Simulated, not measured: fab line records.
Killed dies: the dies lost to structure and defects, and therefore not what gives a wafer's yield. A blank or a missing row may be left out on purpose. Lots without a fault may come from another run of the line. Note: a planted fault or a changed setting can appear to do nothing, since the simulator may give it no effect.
Which tool was responsible? + flow nand_harc + 6 lots, 18 wafers sampled, at 3 steps of a route of 1159

== WHAT THE GAUGES SHOWED, per wafer ==
NHARC_A_ONON_D1_THK_MEAS_27: measures by ellipsometry.
| lot  | measured     | on            | thk_nm (nm)    |
|------|--------------|---------------|----------------|
| L179 | day 8 15:51  | film_metro-01 | 999 998 1000   |
| L182 | day 9 17:07  | film_metro-02 | 1000 1001 1002 |
| L185 | day 10 11:31 | film_metro-02 | 991 992 992    |
| L187 | day 11 13:21 | film_metro-01 | 1636 1636 1637 |
| L193 | day 12 09:25 | film_metro-02 | 1005 1005 1004 |
| L195 | day 12 15:49 | film_metro-01 | 1005 1003 1005 |

== WHAT TOOL EACH LOT RAN ON (gives the tool, then ch and the chambers of the sampled wafers, and finally the start) ==
| lot  | NHARC_P_BONDPAD_ACTIVATE_29        | NHARC_A_ONON_D1_DEP_25           |
|------|------------------------------------|----------------------------------|
| L179 | rie_diel-01 ch 0,2,3, day 7 06:01  | pecvd_onon-03 ch 0, day 8 15:24  |
| L182 | rie_diel-01 ch 0,2,3, day 8 02:28  | pecvd_onon-03 ch 0, day 9 16:36  |
| L185 | rie_diel-01 ch 0,2,3, day 8 23:50  | pecvd_onon-03 ch 0, day 10 11:03 |
| L187 | rie_diel-01 ch 0,1, day 9 23:29    | pecvd_onon-03 ch 0, day 11 12:54 |
| L193 | rie_diel-01 ch 2,3, day 10 21:32   | pecvd_onon-01 ch 0, day 12 08:58 |
| L195 | rie_diel-01 ch 0,2,3, day 11 06:26 | pecvd_onon-02 ch 0, day 12 15:25 |
- NHARC_P_BONDPAD_ACTIVATE_29: chemistry N2, time 60 s.
- NHARC_A_ONON_D1_DEP_25: target thk 1000 nm.

== THE ANSWER, worked out from the rows above alone ==
Rule: the usual values come from the lots themselves. The widest of any qualifying gaps counts: lots, ordered by their means at a reading, are off when they make up no more than a third of the lots, leave a main group of 4 or more, and stand apart from it by 3 or more times the standard deviation of that group's means. The tables above print the reading to a certain number of digits; a main group whose means all agree to those digits is not used. A lot without any number at a reading at which 4 lots or more have one is off too. Any other lot the step has rows for is counted as sound.
Off, at NHARC_A_ONON_D1_THK_MEAS_27 on thk_nm: L187. For the main group the mean is 1000 nm and the standard deviation 4.7.
A tool fits if, at a process step before that reading, it ran every lot that is off, and no sound lot after the first of them. Gauges at NHARC_A_ONON_D1_THK_MEAS_27: tried the same way as those tools. One candidate fits, namely pecvd_onon-03 at NHARC_A_ONON_D1_DEP_25. Its last sound lot is L185 (day 10 11:03), its first lot that is off L187 (day 11 12:54): a fault that began between those two fits.

== WHAT WAS PUT IN BY THE SIMULATOR ==
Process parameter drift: pecvd_onon-03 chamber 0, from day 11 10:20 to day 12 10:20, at NHARC_A_ONON_D1_DEP_25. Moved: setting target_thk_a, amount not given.
Lots struck among those shown: L187. The rule above found the same.
